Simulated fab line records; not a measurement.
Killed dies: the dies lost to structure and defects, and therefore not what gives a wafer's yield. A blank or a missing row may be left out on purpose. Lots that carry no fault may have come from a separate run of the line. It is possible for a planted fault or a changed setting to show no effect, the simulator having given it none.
Matching of chambers :: flow nand-harc :: rie-diel-09 running NHARC_A_BLC_DESCUM_15: 4 sister chambers
The step chemistry O2, time 3 s. 4 wafers are shown with their chamber, then 8 later ones without.

WAFERS PAIRED WITH THEIR CHAMBERS
wafer: L513.2
chamber: 0
drypump-motor-current-A (A): 6.5

wafer: L516.5
chamber: 1
drypump-motor-current-A (A): 5.2

wafer: L516.6
chamber: 2
drypump-motor-current-A (A): 5.2

wafer: L518.1
chamber: 3
drypump-motor-current-A (A): 6.3

WAFERS WITHOUT THEIR CHAMBER
wafer: L518.2
drypump-motor-current-A (A): 5.2

wafer: L518.6
drypump-motor-current-A (A): 5.2

wafer: L524.4
drypump-motor-current-A (A): 5.2

wafer: L524.5
drypump-motor-current-A (A): 6.5

wafer: L524.6
drypump-motor-current-A (A): 6.3

wafer: L526.1
drypump-motor-current-A (A): 6.2

wafer: L526.2
drypump-motor-current-A (A): 5.2

wafer: L526.6
drypump-motor-current-A (A): 5.2

THE CHAMBER EACH PASSED THROUGH
wafer: L518.2
from the rows above: can't be placed: 1 or 2
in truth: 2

wafer: L518.6
from the rows above: can't be placed: 1 or 2
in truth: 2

wafer: L524.4
from the rows above: can't be placed: 1 or 2
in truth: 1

wafer: L524.5
from the rows above: 0
in truth: 0

wafer: L524.6
from the rows above: 3
in truth: 3

wafer: L526.1
from the rows above: 3
in truth: 3

wafer: L526.2
from the rows above: can't be placed: 1 or 2
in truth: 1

wafer: L526.6
from the rows above: can't be placed: 1 or 2
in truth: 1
3 of 8 placed correctly. Not placeable from these rows: 5 (in 5, the candidates include the true chamber). Placed wrongly: 0.
How it was worked out, from the rows above alone: a wafer's distance from a chamber is the root of the sum, over the readings, of the square of ((its reading less the chamber's mean) divided by the reading's scatter). The wafer belongs to the nearest chamber; if the next one is less than 2 further off, it can't be placed. Each chamber's mean is taken over the wafers shown for it. The scatter (one wafer shown for each chamber): square how far every hidden wafer sits from the nearest shown wafer, average those squares and take the square root.
